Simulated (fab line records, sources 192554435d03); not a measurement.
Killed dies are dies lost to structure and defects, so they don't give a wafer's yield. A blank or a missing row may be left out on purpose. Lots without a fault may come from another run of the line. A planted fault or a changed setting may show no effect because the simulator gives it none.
fab line records | flow n5_finfet | part 2 of 2: steps 5 to 6 of 6
record lots=19 wafers=57 last_day=17
route steps=1938 shown GATE_CUT@493 MOL_CONTACT_COAG@537
lots that met no fault: from a run of the same line without faults
start_h: hours from the record's first day to the start of the lot's first wafer shown | wait_h: hours since the lot's step before | " the same as in the row above | L1.1+2: a row that stands for several wafers | - no value, or no start given | * or withheld: withheld | < > ~ a bound
route shown NAME@n: a module of which the file shows steps, and the number in the route of the first | usual: mean/standard deviation of fault-free wafers | same: alike in all rows | chamber/n: place in a boat | sites: the reading at each site | _std_site: their standard deviation | _edge_site: outer sites' mean less inner sites' | radius_mm: how far each site lies from the wafer's centre | mask NAME#n: copy n | behind: the tool/chamber that last shaped the wafer | hold: why the lot was held/for how many hours/how that ended | device: the transistor (n, p or np) that didn't switch | end of line: the same wafers' tests at the end of the route | a step without rows: its recipe alone | killed: dies lost to structure and defects at the first sort, not the wafer's yield | map: a wafer's dies, x killed, . not, _ none there
set.NAME: the setting as run; set.NAME@STEP: as run at that earlier step | model.NAME: the simulator's own value behind a step, which no gauge read
steps of the route over a sample of lots; a table a step, a row a wafer
services: from which hour (start_h, from the record's first day; less than 0 if before it) a tool's chamber was out of use, for how many hours, and why
## steps
# step N5_MOL_CONTACT_COAG_ETCHBACK_135
# recipe chemistry=CHF3 target=SiO2 target_depth_a=250 time_s=16.7 ion_energy_ev=200 pressure_mtorr=30 source_w=610 bias_w=170 Ar_flow_sccm=200 CHF3_flow_sccm=50
# usual drypump_motor_current_A=5.6/0.43 oes_ar_750_au=0.80/0.09 oes_product_au=0.80/0.098 rf_fwd_power_W=599/3.5 rf_vpp_V=525/15 showerhead_plenum_p_Torr=2.38/0.051 throttle_valve_pct=18.78/0.14
# columns lot.wafer tool chamber start_h wait_h drypump_motor_current_A oes_ar_750_au oes_product_au rf_fwd_power_W rf_hours_counter_h rf_vpp_V showerhead_plenum_p_Torr throttle_valve_pct
L075.3 rie_diel-03 0 109.97 0.0 5.8 0.68 0.67 597 224 506 2.36 18.90
L075.4 " 0 " " 5.8 0.69 0.67 594 - 505 2.36 18.89
L075.6 " 1 " " 6.3 0.85 0.85 599 - 548 2.41 18.67
L074.1 rie_diel-03 0 114.97 0.0 5.8 0.68 0.67 595 226 505 2.36 18.89
L074.2 " 1 " " 6.3 0.84 0.84 603 54 548 2.41 18.65
L074.4 " 0 " " 5.8 0.69 0.67 596 - 503 2.36 18.87
L077.4 rie_diel-03 2 124.23 0.0 5.4 0.72 0.70 599 211 532 2.42 18.82
L077.5 " 0 " " 5.8 0.69 0.67 594 - 505 2.36 18.87
L077.6 " 1 " " 6.3 0.83 0.85 598 - 549 2.41 18.65
L079.2 rie_diel-05 2 133.96 0.0 5.3 0.77 0.76 602 102 516 2.38 18.60
L079.3 " 1 " " 5.3 0.99 0.99 595 0 503 2.45 18.83
L079.6 " 3 " " 5.8 0.72 0.72 602 - 518 2.37 19.05
L081.2 rie_diel-04 2 146.31 0.0 5.5 0.92 0.91 602 18 519 2.31 18.67
L081.5 " 0 " " 4.8 0.87 0.87 599 - 533 2.41 18.55
L081.6 " 1 " " 5.3 0.89 0.88 599 - 533 2.34 18.88
L082.1 rie_diel-03 0 150.41 0.0 5.8 0.68 0.65 595 239 505 2.35 18.90
L082.3 " 1 " " 6.3 0.82 0.84 601 67 550 2.40 18.68
L082.4 " 3 " " 5.4 0.93 0.97 597 11 531 2.44 18.72
L083.1 rie_diel-04 0 160.70 0.0 4.8 0.86 0.85 599 66 533 2.41 18.55
L083.2 " 3 " " 6.3 0.72 0.71 602 227 537 2.44 18.76
L083.4 " 1 " " 5.2 0.87 0.87 598 36 532 2.34 18.91
L087.3 rie_diel-03 1 183.61 0.0 6.3 0.81 0.81 599 79 549 2.40 18.70
L087.5 " 3 " " 5.5 0.91 0.92 595 - 531 2.44 18.72
L087.6 " 2 " " 5.3 0.71 0.69 599 - 531 2.41 18.87
L085.1 rie_diel-03 1 188.23 0.0 6.3 0.81 0.81 603 82 551 2.40 18.70
L085.3 " 3 " " 5.4 0.89 0.91 591 28 530 2.44 18.73
L085.4 " 3 " " 5.5 0.91 0.91 591 - 530 2.44 18.71
L086.2 rie_diel-05 0 188.94 0.0 6.0 0.70 0.70 597 187 509 2.26 18.76
L086.4 " 2 " " 5.3 0.75 0.74 605 119 516 2.38 18.61
L086.6 " 2 " " 5.3 0.76 0.74 602 - 515 2.38 18.63
L088.1 rie_diel-05 3 203.92 0.0 5.9 0.71 0.70 603 189 517 2.37 19.08
L088.5 " 2 " " 5.3 0.75 0.74 602 - 516 2.38 18.61
L088.6 " 3 " " 5.8 0.71 0.71 603 - 516 2.37 19.07
L089.3 rie_diel-05 3 205.46 0.0 5.8 0.70 0.70 605 189 516 2.37 19.09
L089.4 " 1 " " 5.3 0.91 0.92 595 - 503 2.44 18.88
L089.6 " 0 " " 6.0 0.69 0.69 598 - 509 2.26 18.76
L091.1 rie_diel-03 1 209.61 0.0 6.3 0.80 0.81 604 91 549 2.39 18.72
L091.2 " 3 " " 5.4 0.88 0.90 594 36 529 2.43 18.74
L091.6 " 1 " " 6.3 0.79 0.81 601 - 549 2.39 18.69
L090.2 rie_diel-05 0 210.13 0.0 6.0 0.69 0.70 593 195 510 2.26 18.76
L090.4 " 2 " " 5.3 0.75 0.74 605 124 516 2.38 18.61
L090.5 " 1 " " 5.3 0.90 0.91 599 - 502 2.44 18.88
L092.1 rie_diel-04 2 215.43 0.0 5.5 0.88 0.89 603 37 519 2.31 18.71
L092.4 " 3 " " 6.3 0.71 0.69 604 245 536 2.43 18.78
L092.6 " 2 " " 5.5 0.88 0.89 603 - 517 2.31 18.73
L093.1 rie_diel-03 2 217.55 0.0 5.4 0.70 0.68 598 248 531 2.41 18.88
L093.3 " 0 " " 5.8 0.96 0.96 595 4 504 2.35 18.51
L093.4 " 1 " " 6.4 0.80 0.80 604 93 549 2.39 18.73
L094.2 rie_diel-04 2 222.69 0.0 5.5 0.88 0.88 604 40 517 2.30 18.72
L094.3 " 3 " " 6.2 0.71 0.70 603 248 537 2.43 18.78
L094.5 " 2 " " 5.5 0.88 0.88 602 - 518 2.30 18.72
L096.4 rie_diel-04 1 232.17 0.0 5.3 0.83 0.83 596 - 530 2.33 18.98
L096.5 " 0 " " 4.8 0.83 0.82 599 - 532 2.40 18.60
L096.6 " 2 " " 5.5 0.88 0.88 603 - 519 2.30 18.74
L097.1 rie_diel-04 1 240.48 0.0 5.3 0.81 0.83 596 70 533 2.33 18.96
L097.4 " 1 " " 5.3 0.82 0.82 596 - 532 2.33 18.97
L097.5 " 0 " " 4.8 0.82 0.82 599 - 532 2.40 18.60
# step N5_MOL_CONTACT_COAG_ETCH_65
# recipe chemistry=N2/H2 target=underlayer target_depth_a=130 mask_material=CAR-EUV time_s=10.4 ion_energy_ev=200 pressure_mtorr=30 source_w=840 bias_w=150 n2_flow_sccm=200 h2_flow_sccm=200 ends=cleared
# usual drypump_motor_current_A=5.6/0.4 etch_rf_on_time_s=10.6/0.38 oes_product_au=0.67/0.079 rf_fwd_power_W=819.3/2.6 rf_vpp_V=523.9/2.1 showerhead_plenum_p_Torr=2.55/0.065 throttle_valve_pct=17.99/0.18
# columns lot.wafer tool chamber start_h wait_h drypump_motor_current_A etch_rf_on_time_s oes_product_au rf_fwd_power_W rf_hours_counter_h rf_vpp_V showerhead_plenum_p_Torr throttle_valve_pct
L075.3 rie_diel-03 0 111.26 0.0 5.8 11.0 0.57 819.9 225 522.9 2.51 17.95
L075.4 " 0 " " 5.8 11.0 0.57 821.2 - 522.2 2.51 17.95
L075.6 " 1 " " 6.3 10.7 0.72 815.2 - 524.9 2.58 17.85
L074.1 rie_diel-05 2 115.91 0.0 5.3 11.0 0.66 815.0 94 523.5 2.59 18.03
L074.2 " 3 " " 5.9 10.8 0.61 820.0 158 524.1 2.53 18.06
L074.4 " 3 " " 5.8 10.6 0.62 817.7 - 523.4 2.53 18.04
L077.4 rie_diel-05 0 125.20 0.0 6.0 10.8 0.61 816.7 - 519.7 2.43 17.83
L077.5 " 2 " " 5.3 11.0 0.66 823.1 - 524.3 2.58 18.01
L077.6 " 3 " " 5.8 10.7 0.61 819.3 - 522.8 2.52 18.06
L079.2 rie_diel-05 1 135.03 0.0 5.3 10.2 0.85 822.8 1 525.1 2.63 18.13
L079.3 " 0 " " 6.0 10.6 0.61 822.7 169 522.3 2.43 17.84
L079.6 " 3 " " 5.8 10.9 0.61 824.6 - 524.0 2.52 18.07
L081.2 rie_diel-05 2 147.35 0.0 5.3 11.0 0.65 821.3 107 524.7 2.58 18.05
L081.5 " 3 " " 5.8 10.6 0.62 819.0 - 524.1 2.52 18.07
L081.6 " 0 " " 6.0 10.7 0.61 820.9 - 520.9 2.43 17.86
L082.1 rie_diel-05 3 151.25 0.0 5.8 10.7 0.61 820.9 171 523.1 2.52 18.07
L082.3 " 2 " " 5.3 11.0 0.64 817.9 108 524.0 2.58 18.04
L082.4 " 1 " " 5.3 10.2 0.82 821.2 7 526.8 2.63 18.17
L083.1 rie_diel-05 1 161.65 0.0 5.3 10.2 0.81 819.7 10 526.2 2.63 18.17
L083.2 " 3 " " 5.8 10.7 0.60 818.2 174 523.4 2.52 18.09
L083.4 " 2 " " 5.3 11.1 0.63 819.3 111 524.0 2.58 18.05
L087.3 rie_diel-03 2 184.80 0.0 5.4 10.4 0.59 818.1 236 526.2 2.60 18.06
L087.5 " 2 " " 5.4 10.4 0.59 818.0 - 527.5 2.60 18.04
L087.6 " 1 " " 6.3 10.9 0.68 818.8 - 524.5 2.57 17.86
L085.1 rie_diel-05 1 189.21 0.0 5.3 10.2 0.78 820.3 19 527.5 2.63 18.17
L085.3 " 0 " " 6.0 10.8 0.60 818.0 188 518.8 2.43 17.88
L085.4 " 2 " " 5.3 11.0 0.63 817.5 120 524.0 2.57 18.06
L086.2 rie_diel-05 3 189.78 0.0 5.8 10.8 0.59 818.3 184 523.4 2.52 18.10
L086.4 " 2 " " 5.3 11.1 0.63 814.7 120 524.1 2.57 18.07
L086.6 " 2 " " 5.3 11.2 0.63 817.8 - 525.1 2.57 18.07
L088.1 rie_diel-03 3 205.01 0.0 5.5 9.7 0.79 819.7 35 525.8 2.60 17.99
L088.5 " 3 " " 5.5 9.7 0.77 816.9 - 526.4 2.60 17.99
L088.6 " 1 " " 6.3 10.9 0.68 817.8 - 524.8 2.57 17.89
L089.3 rie_diel-04 3 206.31 0.0 6.2 10.2 0.60 817.7 241 524.4 2.62 18.13
L089.4 " 1 " " 5.3 10.2 0.73 823.6 - 521.8 2.51 18.21
L089.6 " 3 " " 6.3 10.2 0.60 817.7 - 526.3 2.62 18.12
L091.1 rie_diel-04 0 210.46 0.0 4.8 10.1 0.71 821.3 86 526.6 2.53 17.47
L091.2 " 1 " " 5.3 10.4 0.71 824.8 58 522.1 2.51 18.20
L091.6 " 3 " " 6.3 10.4 0.60 820.7 - 527.2 2.62 18.13
L090.2 rie_diel-03 3 211.10 0.0 5.4 9.7 0.78 822.1 37 526.3 2.60 18.01
L090.4 " 1 " " 6.3 10.7 0.68 822.6 92 525.1 2.57 17.89
L090.5 " 2 " " 5.3 10.2 0.59 819.7 - 526.3 2.60 18.08
L092.1 rie_diel-03 2 216.39 0.0 5.4 10.4 0.59 821.2 248 527.4 2.60 18.08
L092.4 " 1 " " 6.3 10.8 0.68 817.4 93 524.4 2.57 17.90
L092.6 " 0 " " 5.8 10.9 0.80 817.6 - 522.7 2.50 17.55
L093.1 rie_diel-05 1 218.47 0.0 5.3 10.2 0.77 818.2 29 524.9 2.62 18.21
L093.3 " 2 " " 5.3 11.0 0.63 816.4 127 523.5 2.57 18.08
L093.4 " 0 " " 6.0 10.7 0.59 819.3 - 520.5 2.42 17.91
L094.2 rie_diel-04 1 223.56 0.0 5.3 10.3 0.72 819.8 63 520.2 2.50 18.21
L094.3 " 2 " " 5.5 10.0 0.76 815.1 40 521.4 2.50 18.04
L094.5 " 1 " " 5.3 10.2 0.71 819.7 - 520.5 2.50 18.21
L096.4 rie_diel-05 2 233.16 0.0 5.3 11.1 0.62 819.8 133 526.1 2.57 18.09
L096.5 " 2 " " 5.3 11.2 0.62 820.0 - 523.6 2.57 18.09
L096.6 " 3 " " 5.8 10.8 0.59 822.0 - 524.5 2.51 18.11
L097.1 rie_diel-05 0 241.36 0.0 6.0 10.6 0.58 821.1 207 520.0 2.42 17.91
L097.4 " 2 " " 5.3 11.1 0.62 821.4 135 523.3 2.57 18.09
L097.5 " 0 " " 5.9 10.7 0.59 822.7 - 519.9 2.42 17.90
## services
# columns tool chamber start_h hours kind
cmp-04 - 78.61 2.0 repair
cmp-01 - 84.66 6.7 repair
rie_diel-01 - 94.56 2.8 pm
rie_diel-03 3 104.51 - clean
cmp-02 - 112.86 1.6 repair
rie_diel-01 0 114.37 7.6 repair
rie_diel-06 1 127.09 2.5 repair
cmp-04 - 131.28 3.7 pm
rie_diel-06 2 139.56 7.7 repair
rie_diel-01 3 142.69 2.2 repair
rie_diel-04 3 149.33 7.2 repair
plasma_asher-02 - 154.70 6.9 repair
cmp-02 - 169.22 0.3 repair
rie_diel-04 2 169.75 12.7 repair
cmp-01 - 170.88 0.9 repair
cmp-01 - 175.34 1.2 repair
rie_diel-02 1 178.83 7.1 repair
cmp-02 - 180.72 4.0 pm
cmp-01 - 181.64 5.3 repair
cmp-01 - 189.61 2.0 repair
rie_diel-04 2 205.62 6.8 repair
cmp-02 - 206.20 2.5 repair
plasma_asher-01 - 216.65 2.8 pm
rie_diel-01 2 220.13 3.2 repair
